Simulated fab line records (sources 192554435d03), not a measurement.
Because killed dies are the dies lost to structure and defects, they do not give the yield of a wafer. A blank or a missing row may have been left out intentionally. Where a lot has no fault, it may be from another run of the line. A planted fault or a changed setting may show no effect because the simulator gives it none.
Which tool is to blame? -- flow n5 finfet -- 24 lots, 72 wafers sampled, at 3 steps of a route of 1938

## WHAT THE GAUGES READ, wafer by wafer
N5_STI_FIN_REVEAL_THK_MEAS_05. Usual: 131.8 nm for thk nm, sd 0.9.
lot,measured,on,thk nm (nm),flag
L074,day 2 10:23,film metro-01,131.4 130.9 131.3,
L075,day 2 18:25,film metro-02,132.9 134.3 133.1,
L076,day 2 21:46,film metro-01,131.5 131.5 130.6,
L077,day 3 04:59,film metro-01,131.4 132.2 131.5,
L078,day 3 09:23,film metro-02,131.4 132.4 131.3,
L079,day 3 15:23,film metro-02,133.0 132.1 132.4,
L080,day 3 22:32,film metro-02,132.2 131.4 131.5,
L081,day 4 02:59,film metro-02,131.0 131.7 130.3,
L082,day 4 09:37,film metro-02,130.8 131.2 131.5,
L083,day 4 14:43,film metro-02,132.7 132.1 132.2,
L084,day 4 21:17,film metro-02,131.8 132.6 131.9,
L085,day 5 07:51,film metro-02,130.8 132.0 132.9,
L086,day 5 10:36,film metro-02,131.7 131.1 132.5,
L087,day 5 16:16,film metro-01,132.2 132.9 131.6,
L088,day 5 23:23,film metro-01,131.5 131.1 132.4,
L089,day 6 02:59,film metro-02,133.6 133.3 132.8,
L090,day 6 08:59,film metro-02,131.9 130.6 131.8,
L091,day 6 15:44,film metro-01,132.5 132.7 131.5,
L092,day 6 21:23,film metro-02,130.6 131.8 131.7,
L093,day 7 02:45,film metro-02,133.1 132.8 133.0,
L094,day 7 11:06,film metro-01,131.5 130.7 131.1,
L095,day 7 16:07,film metro-01,130.5 131.1 131.5,
L096,day 7 21:41,film metro-01,131.7 131.0 130.9,
L097,day 8 05:09,film metro-01,132.6 132.0 132.1,

## WHICH TOOL RAN EACH LOT (tool, then ch and the chambers of the sampled wafers, then the start)
lot,N5_STI_FIN_REVEAL_ALD_14,N5_STI_FIN_REVEAL_CMP_04
L074,"ald sin-02 ch 0,2,3, day 2 05:04","cmp-04 ch 2,3, day 2 10:08"
L075,"ald sin-04 ch 2,3, day 2 13:05","cmp-03 ch 0,3, day 2 18:07"
L076,"ald sin-03 ch 0,1,2, day 2 15:50","cmp-04 ch 0,2,3, day 2 21:31"
L077,"ald sin-03 ch 1,2, day 2 23:03","cmp-04 ch 2,3, day 3 04:44"
L078,"ald sin-02 ch 0,1,3, day 3 03:27","cmp-04 ch 0,2,3, day 3 09:12"
L079,"ald sin-02 ch 0,1,2, day 3 10:04","cmp-02 ch 0,2,3, day 3 15:06"
L080,"ald sin-04 ch 0,3, day 3 17:12","cmp-03 ch 0,1, day 3 22:15"
L081,"ald sin-02 ch 2,3, day 3 21:40","cmp-04 ch 2,3, day 4 02:44"
L082,"ald sin-02 ch 0,2,3, day 4 04:16","cmp-02 ch 2,3, day 4 09:19"
L083,"ald sin-04 ch 1,2, day 4 09:23","cmp-03 ch 0,1, day 4 14:27"
L084,"ald sin-04 ch 0,1,3, day 4 15:56","cmp-02 ch 0,1,3, day 4 21:04"
L085,"ald sin-03 ch 1,2,3, day 5 02:31","cmp-02 ch 1,2,3, day 5 07:40"
L086,"ald sin-03 ch 0,1,2, day 5 05:16","cmp-03 ch 0,2,3, day 5 10:19"
L087,"ald sin-02 ch 0,2, day 5 10:56","cmp-04 ch 2,3, day 5 15:58"
L088,"ald sin-02 ch 0,2, day 5 18:03","cmp-02 ch 0,1,3, day 5 23:05"
L089,"ald sin-02 ch 1,2,3, day 5 21:40","cmp-03 ch 0,3, day 6 02:44"
L090,"ald sin-02 ch 2,3, day 6 03:39","cmp-02 ch 1,2, day 6 08:42"
L091,"ald sin-02 ch 0,1,3, day 6 10:25","cmp-03 ch 0,1, day 6 15:27"
L092,"ald sin-02 ch 0,1,3, day 6 16:02","cmp-04 ch 2,3, day 6 21:05"
L093,"ald sin-03 ch 1,2,3, day 6 21:25","cmp-02 ch 0,2,3, day 7 02:32"
L094,"ald sin-02 ch 0,2,3, day 7 05:42","cmp-04 ch 0,1,3, day 7 10:53"
L095,"ald sin-02 ch 0,2, day 7 10:46","cmp-02 ch 0,1,3, day 7 15:50"
L096,"ald sin-03 ch 1,2,3, day 7 16:21","cmp-04 ch 0,1,2, day 7 21:25"
L097,"ald sin-02 ch 1,2,3, day 7 23:40","cmp-02 ch 0,1,2, day 8 04:52"
- N5_STI_FIN_REVEAL_ALD_14: deposits Si3N4, target thk 3 nm.
- N5_STI_FIN_REVEAL_CMP_04: polishes, stops on Si3N4, t overpolish 4 s, target thk 131.83 nm.

## AS READ BY THE TOOLS THEMSELVES (means over the sampled wafers that have a number; for cases with no such wafer, the mark the record gives instead)
N5_STI_FIN_REVEAL_ALD_14. Usual: 926 W for heater power w, sd 55.
lot,tool,heater power w (W),flag
L074,ald sin-02,945,
L075,ald sin-04,882,
L076,ald sin-03,891,
L077,ald sin-03,931,
L078,ald sin-02,930,
L079,ald sin-02,948,
L080,ald sin-04,926,
L081,ald sin-02,911,
L082,ald sin-02,915,
L083,ald sin-04,912,
L084,ald sin-04,889,
L085,ald sin-03,913,
L086,ald sin-03,904,
L087,ald sin-02,950,
L088,ald sin-02,941,
L089,ald sin-02,943,
L090,ald sin-02,911,
L091,ald sin-02,940,
L092,ald sin-02,936,
L093,ald sin-03,921,
L094,ald sin-02,939,
L095,ald sin-02,951,
L096,ald sin-03,925,
L097,ald sin-02,942,

N5_STI_FIN_REVEAL_CMP_04. Usual: motor current A 8.0 A, standard deviation 0.73; overpolish run s 4.000 s, standard deviation 0.0095; retaining ring pressure frac 1.000, standard deviation 0.0044; time to endpoint s 104 s, standard deviation 3.6.
lot,tool,motor current A (A),overpolish run s (s),retaining ring pressure frac,time to endpoint s (s),flag
L074,cmp-04,8.0,4.001,0.995,104,
L075,cmp-03,8.1,3.998,0.998,110,
L076,cmp-04,8.0,3.996,0.996,98,
L077,cmp-04,8.1,4.001,1.000,103,
L078,cmp-04,8.0,4.000,0.999,101,
L079,cmp-02,7.5,3.993,0.998,106,
L080,cmp-03,7.7,4.001,1.002,101,
L081,cmp-04,7.8,4.003,1.003,102,
L082,cmp-02,7.3,3.992,1.002,105,
L083,cmp-03,7.4,4.001,1.000,106,
L084,cmp-02,8.5,3.994,1.004,101,
L085,cmp-02,8.2,4.000,1.006,105,
L086,cmp-03,8.2,4.002,0.997,102,
L087,cmp-04,8.2,3.995,0.997,106,
L088,cmp-02,8.3,4.005,0.998,104,
L089,cmp-03,8.3,4.000,1.002,108,
L090,cmp-02,8.9,3.995,0.999,105,
L091,cmp-03,7.6,3.999,0.998,103,
L092,cmp-04,8.0,3.997,1.005,108,
L093,cmp-02,7.4,4.005,1.003,102,
L094,cmp-04,8.1,4.006,1.001,107,
L095,cmp-02,7.9,3.992,1.000,98,
L096,cmp-04,7.9,3.993,0.998,104,
L097,cmp-02,8.3,3.991,0.998,103,

## THE ANSWER, worked out from the rows above alone
Rule: take the mean of a lot's wafers that have a number; if it is more than 3 standard deviations from the usual mean, the lot is off. Also off: a lot with no number at a reading for which 4 or more lots have one. Any other lot the step has rows for is counted as sound. Order of review: gauges by route order, followed by the tools' own readings, for which a lot's mean as printed above is used. At the first step where some lot is off, the reading lying furthest off is the one used; lots without a number count as furthest.
No lot is off at any reading shown: from this, nothing can be told.

## WHAT THE SIMULATOR PUT IN
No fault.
